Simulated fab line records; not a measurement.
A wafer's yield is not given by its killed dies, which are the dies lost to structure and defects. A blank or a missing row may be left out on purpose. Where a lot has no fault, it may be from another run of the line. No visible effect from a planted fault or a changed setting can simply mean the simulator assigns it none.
Split-lot experiment || flow n5Finfet || on a route of 1938 steps: 7 lots, 21 wafers read

THE SPLIT ITSELF
At N5_BEOL_M8_DESCUM_16 (chemistry O2, time 7.9 s), the setting timeS was moved away from the recipe's 7.9 s on 7 of the 21 wafers read, by -15.5% to +20.2%. For the rest of the wafers, this setting stayed at what the recipe calls for.

The file shows no step between the split and the reading.

THE READING
CAR-ArF_of_BEOL_M8_COAT_05.thkNm (the simulator's own value, which no gauge read), in nm, at N5_BEOL_M8_ETCH_61 (etches SiARC in CF4, target depth 45.5 nm, time 75.8 s). The file does not state a usual value for it. Across the 14 wafers here that went through the recipe, the average is 51.0 nm and the standard deviation 0.44 nm.

{"wafer": "L075.1", "tool, chamber at the split": "rieDiel-03, 0", "timeS as run, s": 7.9, "against the recipe": "recipe", "CAR-ArF_of_BEOL_M8_COAT_05.thkNm, nm": 50.4, "against lot-mates on the recipe": "-"}
{"wafer": "L075.2", "tool, chamber at the split": "rieDiel-03, 2,3", "timeS as run, s": 7.179, "against the recipe": "-9.1%", "CAR-ArF_of_BEOL_M8_COAT_05.thkNm, nm": 51, "against lot-mates on the recipe": "+0.6"}
{"wafer": "L075.6", "tool, chamber at the split": "rieDiel-03, 2,3", "timeS as run, s": 7.179, "against the recipe": "-9.1%", "CAR-ArF_of_BEOL_M8_COAT_05.thkNm, nm": 51.2, "against lot-mates on the recipe": "+0.8"}
{"wafer": "L076.1", "tool, chamber at the split": "rieDiel-05, 1", "timeS as run, s": 7.9, "against the recipe": "recipe", "CAR-ArF_of_BEOL_M8_COAT_05.thkNm, nm": 51.2, "against lot-mates on the recipe": "-"}
{"wafer": "L076.5", "tool, chamber at the split": "rieDiel-05, 0,1", "timeS as run, s": 7.9, "against the recipe": "recipe", "CAR-ArF_of_BEOL_M8_COAT_05.thkNm, nm": 51.2, "against lot-mates on the recipe": "-"}
{"wafer": "L076.3", "tool, chamber at the split": "rieDiel-05, 0,1", "timeS as run, s": 7.9, "against the recipe": "recipe", "CAR-ArF_of_BEOL_M8_COAT_05.thkNm, nm": 51.4, "against lot-mates on the recipe": "-"}
{"wafer": "L080.2", "tool, chamber at the split": "rieDiel-03, 2,1", "timeS as run, s": 7.9, "against the recipe": "recipe", "CAR-ArF_of_BEOL_M8_COAT_05.thkNm, nm": 50.4, "against lot-mates on the recipe": "-"}
{"wafer": "L080.3", "tool, chamber at the split": "rieDiel-03, 3", "timeS as run, s": 7.9, "against the recipe": "recipe", "CAR-ArF_of_BEOL_M8_COAT_05.thkNm, nm": 50.6, "against lot-mates on the recipe": "-"}
{"wafer": "L080.4", "tool, chamber at the split": "rieDiel-03, 2,1", "timeS as run, s": 7.9, "against the recipe": "recipe", "CAR-ArF_of_BEOL_M8_COAT_05.thkNm, nm": 50.6, "against lot-mates on the recipe": "-"}
{"wafer": "L083.3", "tool, chamber at the split": "rieDiel-05, 2", "timeS as run, s": 7.9, "against the recipe": "recipe", "CAR-ArF_of_BEOL_M8_COAT_05.thkNm, nm": 51.2, "against lot-mates on the recipe": "-"}
{"wafer": "L083.4", "tool, chamber at the split": "rieDiel-05, 3,1", "timeS as run, s": 6.677, "against the recipe": "-15.5%", "CAR-ArF_of_BEOL_M8_COAT_05.thkNm, nm": 51.8, "against lot-mates on the recipe": "+0.6"}
{"wafer": "L083.5", "tool, chamber at the split": "rieDiel-05, 3,1", "timeS as run, s": 6.677, "against the recipe": "-15.5%", "CAR-ArF_of_BEOL_M8_COAT_05.thkNm, nm": 52, "against lot-mates on the recipe": "+0.8"}
{"wafer": "L084.1", "tool, chamber at the split": "rieDiel-05, 3,2", "timeS as run, s": 7.9, "against the recipe": "recipe", "CAR-ArF_of_BEOL_M8_COAT_05.thkNm, nm": 51.4, "against lot-mates on the recipe": "-"}
{"wafer": "L084.2", "tool, chamber at the split": "rieDiel-05, 1", "timeS as run, s": 7.9, "against the recipe": "recipe", "CAR-ArF_of_BEOL_M8_COAT_05.thkNm, nm": 51.6, "against lot-mates on the recipe": "-"}
{"wafer": "L084.5", "tool, chamber at the split": "rieDiel-05, 3,2", "timeS as run, s": 7.9, "against the recipe": "recipe", "CAR-ArF_of_BEOL_M8_COAT_05.thkNm, nm": 51.6, "against lot-mates on the recipe": "-"}
{"wafer": "L092.3", "tool, chamber at the split": "rieDiel-04, 1,0,2", "timeS as run, s": 7.9, "against the recipe": "recipe", "CAR-ArF_of_BEOL_M8_COAT_05.thkNm, nm": 50.6, "against lot-mates on the recipe": "-"}
{"wafer": "L092.4", "tool, chamber at the split": "rieDiel-04, 1,0,2", "timeS as run, s": 7.9, "against the recipe": "recipe", "CAR-ArF_of_BEOL_M8_COAT_05.thkNm, nm": 50.6, "against lot-mates on the recipe": "-"}
{"wafer": "L092.5", "tool, chamber at the split": "rieDiel-04, 1,0,2", "timeS as run, s": 7.9, "against the recipe": "recipe", "CAR-ArF_of_BEOL_M8_COAT_05.thkNm, nm": 50.6, "against lot-mates on the recipe": "-"}
{"wafer": "L094.1", "tool, chamber at the split": "rieDiel-03, 0", "timeS as run, s": 9.493, "against the recipe": "+20.2%", "CAR-ArF_of_BEOL_M8_COAT_05.thkNm, nm": 50, "against lot-mates on the recipe": "no lot-mate on the recipe"}
{"wafer": "L094.4", "tool, chamber at the split": "rieDiel-03, 1", "timeS as run, s": 9.493, "against the recipe": "+20.2%", "CAR-ArF_of_BEOL_M8_COAT_05.thkNm, nm": 50, "against lot-mates on the recipe": "no lot-mate on the recipe"}
{"wafer": "L094.5", "tool, chamber at the split": "rieDiel-03, 0", "timeS as run, s": 9.493, "against the recipe": "+20.2%", "CAR-ArF_of_BEOL_M8_COAT_05.thkNm, nm": 50, "against lot-mates on the recipe": "no lot-mate on the recipe"}
If several chambers appear in one row, that row covers several wafers at once and the file leaves open which wafer was in which chamber.

FIT RESULTS
A straight line over all 21 wafers: CAR-ArF_of_BEOL_M8_COAT_05.thkNm changes by -0.048 nm for each +1% of timeS; r = -0.77; the points scatter about the line by 0.39 nm.
The same after taking each lot's own level away (the mean of its wafers on the recipe; 18 wafers): -0.0524 nm for each +1%; r = -0.92; scatter 0.12 nm.
According to that fit, moving timeS by its largest amount changes the reading by 1.1 nm.
Measured against the standard deviation above, the lots' own levels, which go from 50.40 to 51.53 nm, span 2.6 times it.
So the lot-to-lot level blurs the effect unless lot-mates are compared.
Check: for one of the wafers moved furthest among these (-15.5%), held out of the fit, the line's prediction against its lot-mates is +0.957 nm. Against them it came out at +0.6 nm.

THESE WAFERS: OTHER SPLITS
Other splits were also applied to these wafers ahead of the reading. Each is held against what the fit with the lots' levels taken away leaves over:
{"other split on the same wafers": "N5_BEOL_M6_HM_DEP_02 targetThkA", "wafers away from the commonest value": 9, "r with CAR-ArF_of_BEOL_M8_COAT_05.thkNm (lot level and that fit taken away)": -0.22}
{"other split on the same wafers": "N5_BEOL_M6_EXPOSE_08 doseMj", "wafers away from the commonest value": 10, "r with CAR-ArF_of_BEOL_M8_COAT_05.thkNm (lot level and that fit taken away)": -0.15}
{"other split on the same wafers": "N5_BEOL_M6_ETCH_66 biasW", "wafers away from the commonest value": 4, "r with CAR-ArF_of_BEOL_M8_COAT_05.thkNm (lot level and that fit taken away)": -0.09}
{"other split on the same wafers": "N5_BEOL_M7_DESCUM_33 timeS", "wafers away from the commonest value": 5, "r with CAR-ArF_of_BEOL_M8_COAT_05.thkNm (lot level and that fit taken away)": "+0.45"}
{"other split on the same wafers": "N5_BEOL_M7_TRENCH_ETCH_37 sourceW", "wafers away from the commonest value": 8, "r with CAR-ArF_of_BEOL_M8_COAT_05.thkNm (lot level and that fit taken away)": -0.34}

THE WHOLE CHAIN: every reading that the file lists as answering this split, in the file's order
{"step": "N5_BEOL_M8_DESCUM_16", "what it does": "chemistry O2, time 7.9 s", "reading": "CAR-ArF_of_BEOL_M8_COAT_05.thkNm (the simulator's own value, which no gauge read)", "change (the file's fit)": "-0.0457 nm for each +1% of the setting", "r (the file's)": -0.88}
{"step": "N5_BEOL_M8_ETCH_61", "what it does": "etches SiARC in CF4, target depth 45.5 nm, time 75.8 s", "reading": "CAR-ArF_of_BEOL_M8_COAT_05.thkNm (the simulator's own value, which no gauge read)", "change (the file's fit)": "-0.0533 nm for each +1% of the setting", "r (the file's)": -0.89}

FILE'S OWN FIT
CAR-ArF_of_BEOL_M8_COAT_05.thkNm changes by -0.0533 nm for each +1% of timeS, r = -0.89.
